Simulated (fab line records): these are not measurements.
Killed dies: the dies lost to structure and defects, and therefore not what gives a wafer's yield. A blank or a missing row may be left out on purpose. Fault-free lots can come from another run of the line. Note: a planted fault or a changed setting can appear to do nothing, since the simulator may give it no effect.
Which tool was responsible? + flow n5 finfet + 10 lots, 29 wafers sampled, at 6 steps of a route of 1938

## WHAT EACH GAUGE READ, for each wafer
N5_BEOL_M1_THK_MEAS_53: measures by xrf.
| lot  | measured     | on            | M1_THK (nm)      |
|------|--------------|---------------|------------------|
| L821 | day 8 23:39  | film metro-01 | 39.6 41.0 38.1   |
| L830 | day 10 07:53 | film metro-01 | 39.3 36.7 38.5   |
| L825 | day 10 10:58 | film metro-01 | 39.5 38.7 40.8   |
| L822 | day 10 12:18 | film metro-02 | 38.5 40.2 41.3   |
| L826 | day 10 15:05 | film metro-02 | 147.5 41.2 41.1  |
| L829 | day 11 01:25 | film metro-02 | 142.6 157.0 39.8 |
| L827 | day 11 04:05 | film metro-01 | 38.7 143.4 39.4  |
| L832 | day 11 18:46 | film metro-02 | 38.7 41.2 41.1   |
| L840 | day 12 06:17 | film metro-01 | 41.1 40.1        |
| L842 | day 12 14:01 | film metro-02 | 39.1 37.5 40.0   |

N5_BEOL_M1_INSPECT_59: inspects for defects (darkfield).
| lot  | measured     | on                | raw defect count |
|------|--------------|-------------------|------------------|
| L821 | day 8 23:56  | defect inspect-01 | 73 83 103        |
| L830 | day 10 08:10 | defect inspect-02 | 49 24 47         |
| L825 | day 10 11:15 | defect inspect-01 | 98 94 61         |
| L822 | day 10 12:37 | defect inspect-01 | 80 51 56         |
| L826 | day 10 15:24 | defect inspect-02 | 1526 70 41       |
| L829 | day 11 01:42 | defect inspect-02 | 1555 1593 66     |
| L827 | day 11 04:22 | defect inspect-01 | 46 1554 82       |
| L832 | day 11 19:03 | defect inspect-02 | 110 67 54        |
| L840 | day 12 06:36 | defect inspect-01 | 89 90            |
| L842 | day 12 14:19 | defect inspect-02 | 93 65 70         |

N5_BEOL_M4_RC_MEAS_101.
| lot  | measured     | on        | DIBL_N (mV/V)  | DIBL_P (mV/V)  | IOFF_N (nA/um) | IOFF_P (nA/um) | ION_N (uA/um) | ION_P (uA/um) | SS_N (mV/dec)  | SS_P (mV/dec)  | VT_N (mV)   | VT_P (mV)      |
|------|--------------|-----------|----------------|----------------|----------------|----------------|---------------|---------------|----------------|----------------|-------------|----------------|
| L821 | day 13 18:17 | prober-01 | 34.5 35.5 36.9 | 34.8 36.2 37.5 | 0.12 0.15 0.17 | 0.19 0.21 0.24 | 645 676 672   | 443 459 464   | 70.6 71.5 71.9 | 73.0 72.9 73.6 | 255 250 248 | -254 -250 -250 |
| L830 | day 14 20:29 | prober-01 | 34.4 33.6 34.4 | 34.3 33.3 34.1 | 0.13 0.11 0.13 | 0.19 0.17 0.18 | 660 649 650   | 462 458 454   | 70.7 70.8 70.7 | 73.0 72.6 72.7 | 252 255 252 | -249 -253 -253 |
| L825 | day 15 17:04 | prober-01 | 35.7 34.6 37.6 | 34.5 32.7 36.9 | 0.15 0.13 0.18 | 0.21 0.18 0.25 | 672 667 672   | 464 461 468   | 71.4 71.2 71.8 | 72.7 72.6 73.6 | 247 252 249 | -250 -251 -246 |
| L822 | day 16 11:36 | prober-01 | 35.1 35.5 35.7 | 33.8 34.0 34.8 | 0.14 0.16 0.15 | 0.18 0.19 0.19 | 665 670 668   | 460 458 456   | 70.7 71.3 70.7 | 72.5 72.5 72.8 | 251 248 248 | -252 -252 -250 |
| L826 | day 16 01:06 | prober-02 | 38.3 38.4      | 34.5 35.5      | 0.16 0.17      | 0.21 0.22      | 658 670       | 450 461       | 72.0 72.3      | 73.9 73.8      | 249 246     | -250 -249      |
| L829 | day 16 23:11 | prober-01 | 35.5           | 35.6           | 0.17           | 0.20           | 696           | 467           | 71.9           | 73.4           | 246         | -251           |
| L827 | day 17 03:42 | prober-01 | 34.6 33.9      | 34.7 34.0      | 0.12 0.12      | 0.17 0.17      | 643 644       | 449 451       | 70.8 70.4      | 71.9 72.1      | 258 256     | -252 -254      |
| L832 | day 17 18:42 | prober-02 | 34.1 33.2 35.9 | 33.8 32.4 35.9 | 0.11 0.11 0.15 | 0.17 0.15 0.20 | 655 643 668   | 455 444 461   | 71.3 71.7 71.4 | 72.1 72.2 72.8 | 253 256 253 | -253 -256 -251 |
| L840 | day 20 04:23 | prober-01 | 37.8 35.0      | 36.4 33.0      | 0.16 0.11      | 0.20 0.16      | 659 663       | 456 457       | 72.2 71.0      | 74.3 72.4      | 248 254     | -253 -254      |
| L842 | day 20 05:26 | prober-02 | 35.9 35.6 33.5 | 35.3 34.6 32.1 | 0.15 0.13 0.10 | 0.19 0.19 0.15 | 686 659 648   | 472 458 450   | 71.0 71.7 71.4 | 72.7 72.8 72.0 | 247 251 256 | -250 -251 -255 |

## EACH LOT AND THE TOOL THAT RAN IT (in order: tool; ch and the chambers of the sampled wafers; start)
| lot  | N5_BEOL_M1_ANNEAL_93         | N5_BEOL_M1_SPUTTER_96        | N5_BEOL_M1_CMP_52             |
|------|------------------------------|------------------------------|-------------------------------|
| L821 | pvd sputter-01, day 8 22:25  | pvd sputter-01, day 8 22:46  | cmp-01 ch 1,2,3, day 8 23:26  |
| L830 | pvd sputter-03, day 10 06:44 | pvd sputter-03, day 10 07:05 | cmp-03 ch 0,2,3, day 10 07:37 |
| L825 | pvd sputter-01, day 10 09:49 | pvd sputter-01, day 10 10:11 | cmp-03 ch 0,2,3, day 10 10:40 |
| L822 | pvd sputter-03, day 10 11:09 | pvd sputter-03, day 10 11:31 | cmp-01 ch 1,2, day 10 12:02   |
| L826 | pvd sputter-01, day 10 13:56 | pvd sputter-01, day 10 14:18 | cmp-03 ch 0,3, day 10 14:50   |
| L829 | pvd sputter-01, day 11 00:15 | pvd sputter-01, day 11 00:37 | cmp-03 ch 0,1,3, day 11 01:07 |
| L827 | pvd sputter-03, day 11 02:43 | pvd sputter-03, day 11 03:05 | cmp-03 ch 1,2,3, day 11 03:47 |
| L832 | pvd sputter-01, day 11 17:37 | pvd sputter-01, day 11 17:58 | cmp-01 ch 0,1,3, day 11 18:28 |
| L840 | pvd sputter-02, day 12 05:08 | pvd sputter-02, day 12 05:29 | cmp-01 ch 0,2, day 12 06:06   |
| L842 | pvd sputter-02, day 12 12:52 | pvd sputter-02, day 12 13:14 | cmp-01 ch 0,1,2, day 12 13:48 |
- N5_BEOL_M1_ANNEAL_93: time 240 s.
- N5_BEOL_M1_SPUTTER_96: material Cu, target thk 4.5 nm, time 8.29 s.
- N5_BEOL_M1_CMP_52: polishes, stops on SiOC, t overpolish 6.8 s, target thk 40 nm.

## AS READ BY THE TOOLS THEMSELVES (means over the sampled wafers that have a number; for cases with no such wafer, the mark the record gives instead)
N5_BEOL_M1_ANNEAL_93.
| lot  | tool           | heater power w (W) |
|------|----------------|--------------------|
| L821 | pvd sputter-01 | 834                |
| L830 | pvd sputter-03 | 808                |
| L825 | pvd sputter-01 | 797                |
| L822 | pvd sputter-03 | 753                |
| L826 | pvd sputter-01 | 843                |
| L829 | pvd sputter-01 | 834                |
| L827 | pvd sputter-03 | 796                |
| L832 | pvd sputter-01 | 795                |
| L840 | pvd sputter-02 | 803                |
| L842 | pvd sputter-02 | 878                |

N5_BEOL_M1_SPUTTER_96.
| lot  | tool           | throttle valve pct (%) |
|------|----------------|------------------------|
| L821 | pvd sputter-01 | 29.7                   |
| L830 | pvd sputter-03 | 29.9                   |
| L825 | pvd sputter-01 | 29.0                   |
| L822 | pvd sputter-03 | 29.7                   |
| L826 | pvd sputter-01 | 27.8                   |
| L829 | pvd sputter-01 | 29.0                   |
| L827 | pvd sputter-03 | 30.3                   |
| L832 | pvd sputter-01 | 29.0                   |
| L840 | pvd sputter-02 | 30.1                   |
| L842 | pvd sputter-02 | 30.9                   |

N5_BEOL_M1_CMP_52.
| lot  | tool   | barrier field endpoint s (s) | clearing platen rpm (rpm) | motor current A (A) | overpolish run s (s) | time to endpoint s (s) |
|------|--------|------------------------------|---------------------------|---------------------|----------------------|------------------------|
| L821 | cmp-01 | 24.5                         | 50.000                    | 5.8                 | 6.796                | 64                     |
| L830 | cmp-03 | 24.3                         | 49.991                    | 6.0                 | 6.800                | 65                     |
| L825 | cmp-03 | 24.2                         | 49.979                    | 5.7                 | 6.800                | 61                     |
| L822 | cmp-01 | 24.4                         | 50.017                    | 6.0                 | 6.800                | 62                     |
| L826 | cmp-03 | 30.0                         | 49.980                    | 5.9                 | 4.547                | 67                     |
| L829 | cmp-03 | 35.9                         | 50.003                    | 5.8                 | 2.290                | 76                     |
| L827 | cmp-03 | 30.7                         | 50.022                    | 5.9                 | 4.544                | 69                     |
| L832 | cmp-01 | 24.4                         | 49.995                    | 6.1                 | 6.788                | 61                     |
| L840 | cmp-01 | 24.7                         | 50.017                    | 5.8                 | 6.808                | 65                     |
| L842 | cmp-01 | 25.2                         | 50.020                    | 5.9                 | 6.799                | 66                     |

## THE ANSWER, worked out from the rows above alone
Rule: the lots themselves supply what counts as usual. Put in order of their means at a reading, lots are off if they are a third of the lots or fewer, leave a main group of 4 or more, and stand apart from it by a gap of 3 or more times the standard deviation of the main group's means; of several such gaps the widest counts. If all means in a main group match to the digits the tables above print for the reading, that group is not used. A lot without any number at a reading at which 4 lots or more have one is off too. Any other lot the step has rows for is counted as sound. The gauges are gone through in route order, then the tools' own readings, and for those a lot's mean is taken as printed above. At the first step where some lot is off, the reading lying furthest off is the one used; lots without a number count as furthest.
Off: L826, L829, L827, at N5_BEOL_M1_THK_MEAS_53 (M1_THK). Mean 39.6 nm and standard deviation 0.78 in the main group.
If a tool, at a process step before that reading, ran all the lots that are off and no sound lot after the first of them, it fits. The gauges at N5_BEOL_M1_THK_MEAS_53 aren't tried: what is off there is off at N5_BEOL_M1_INSPECT_59 too, on other tools, and a gauge's error can't cause that. One fits: cmp-03 at N5_BEOL_M1_CMP_52. A fault onset in the window from L825 (day 10 10:40, its last sound lot) to L826 (day 10 14:50, its first lot off) fits.
The tool's own readings at N5_BEOL_M1_CMP_52 bear it out: on the lots that are off they differ by more than 5 times the standard deviation of the sound lots' means. barrier field endpoint s reads 32.2 s there against 24.5 s on the sound lots; overpolish run s reads 3.794 s there against 6.799 s on the sound lots.

## WHAT THE SIMULATOR HAD INSERTED
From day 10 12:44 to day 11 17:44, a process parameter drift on cmp-03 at N5_BEOL_M1_CMP_52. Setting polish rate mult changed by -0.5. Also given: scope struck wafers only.
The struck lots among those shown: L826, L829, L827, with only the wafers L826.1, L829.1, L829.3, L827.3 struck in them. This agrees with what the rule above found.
